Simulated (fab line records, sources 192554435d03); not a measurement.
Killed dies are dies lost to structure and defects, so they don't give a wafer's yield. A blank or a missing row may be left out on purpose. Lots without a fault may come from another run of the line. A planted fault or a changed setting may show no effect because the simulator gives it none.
Problem report in the 8D (eight disciplines) form, filled by code | flow n5_finfet | the parts of the form that need people (team, actions taken, sign-off) are left out

1. THE PROBLEM
run_length_s at N5_FIN_CUT_CUT_ETCH_26 reads a mean of 94.00 s on 4 wafers of 3 lots; wafers without a fault read 79.08 s with a standard deviation of 0.29. That is +51 standard deviations from the usual mean.
The step: etches SiNx in CH3F/O2, target depth 39 nm, time 55.7 s.
First seen on wafer L292.6, day 6 15:22, on rie_diel-03. The record holds 27 wafers of 10 lots with a number at this step. Rule for "out", or "out of limits": more than 4 standard deviations from the usual mean. The other wafers with a number count as sound.

2. WHAT IT IS AND WHAT IT IS NOT
question                    | is                             | is not
which readings at this step | run_length_s                   | drypump_motor_current_A, mfc_ar_sccm, rf_vpp_V, showerhead_plenum_p_Torr, throttle_valve_pct
which lots                  | L292, L293, L295               | L276, L277, L280, L282, L283, L289, L290
which wafers of those lots  | L292.6, L293.1, L293.6, L295.6 | L292.3, L295.3
read on which tools         | rie_diel-03                    | rie_diel-05, rie_diel-06
when                        | from day 6 15:22               | up to then (22 sound wafers); but 1 sound wafer of L295 came after

3. SUSPECTS, AND WHAT RULES EACH OUT
Counting: a tool at a process step up to the reading stays a suspect if it ran every lot that is out. Sound lots after the first of them don't rule it out here, since some wafers of a struck lot are sound.
- rie_diel-03 at N5_FIN_CUT_CUT_ETCH_26 (etches SiNx in CH3F/O2, target depth 39 nm, time 55.7 s): kept. It ran every lot that is out, first L292 (day 6 15:22); its last sound lot up to then is L283 (day 4 09:55). Its own readings are out on those wafers: run_length_s.
- Within rie_diel-03 at N5_FIN_CUT_CUT_ETCH_26: the wafers that are out ran in chambers 0, 2, 3; their sound lot-mates ran in chamber 1.
Left after counting: rie_diel-03 at N5_FIN_CUT_CUT_ETCH_26.

4. THE CAUSE (what the simulator had put in)
Process parameter drift: rie_diel-03, from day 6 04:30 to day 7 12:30, at N5_FIN_CUT_CUT_ETCH_26. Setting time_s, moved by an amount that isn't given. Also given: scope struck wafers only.
Counting left only this tool.

5. THE CHAIN OF EFFECTS, in route order
Each row: a reading whose mean over the struck wafers that have a number lies more than 3 standard deviations from the usual. Only readings for which the record gives a usual standard deviation are gone through. hours: the time from each lot's start at the first step in this table that gives one to its start at this step, as a median over the lots. sigmas: the change in usual standard deviations.
hours | step                   | reading      | usual   | on struck wafers | change | sigmas
0     | N5_FIN_CUT_CUT_ETCH_26 | run_length_s | 79.08 s | 94.00            | +14.92 | +51
The process steps in it:
- N5_FIN_CUT_CUT_ETCH_26: etches SiNx in CH3F/O2, target depth 39 nm, time 55.7 s.
Later measuring or inspecting steps at which every struck wafer that the step has a row for has a number for every such reading, and none has moved that far: N5_BEOL_M4_RC_MEAS_101.

6. WHAT WOULD HAVE CAUGHT IT SOONER
In this record the first reading out of limits was taken at day 6 15:22, 11 hours after the fault began at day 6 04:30.
